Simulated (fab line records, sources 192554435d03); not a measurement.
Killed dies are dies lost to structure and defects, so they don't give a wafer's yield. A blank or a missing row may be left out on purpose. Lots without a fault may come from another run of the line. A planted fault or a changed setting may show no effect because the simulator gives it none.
Chamber matching | flow n5_finfet | N5_DUMMY_REMOVAL_STRIP_10 on rie_diel-02: 4 sister chambers
The step strips in N2/H2, time 40 s. 4 wafers are shown with their chamber, then 8 later ones without.

WAFERS WITH THEIR CHAMBER
wafer  | chamber | showerhead_plenum_p_Torr (Torr)
L086.6 | 1       | 3.33
L087.1 | 3       | 3.46
L087.3 | 0       | 3.53
L089.1 | 2       | 3.28

WAFERS WITHOUT THEIR CHAMBER
wafer  | showerhead_plenum_p_Torr (Torr)
L089.4 | 3.46
L089.6 | 3.33
L090.2 | 3.28
L090.3 | 3.33
L090.6 | 3.33
L097.3 | 3.28
L097.4 | 3.32
L097.6 | 3.46

WHICH CHAMBER EACH WENT THROUGH
wafer  | from the rows above | in truth
L089.4 | 3                   | 3
L089.6 | 1                   | 1
L090.2 | 2                   | 2
L090.3 | 1                   | 1
L090.6 | 1                   | 1
L097.3 | 2                   | 2
L097.4 | 1                   | 1
L097.6 | 3                   | 3
Placed correctly: 8 of 8. Can't be placed from these rows: 0. Placed wrongly: 0.
How it was worked out, from the rows above alone: a wafer's distance from a chamber is the root of the sum, over the readings, of the square of ((its reading less the chamber's mean) divided by the reading's scatter). The wafer belongs to the nearest chamber; if the next one is less than 2 further off, it can't be placed. A chamber's mean is the mean of its shown wafers. The scatter: with one shown wafer a chamber, the root of the mean of the squares of how far each hidden wafer lies from its nearest shown one.
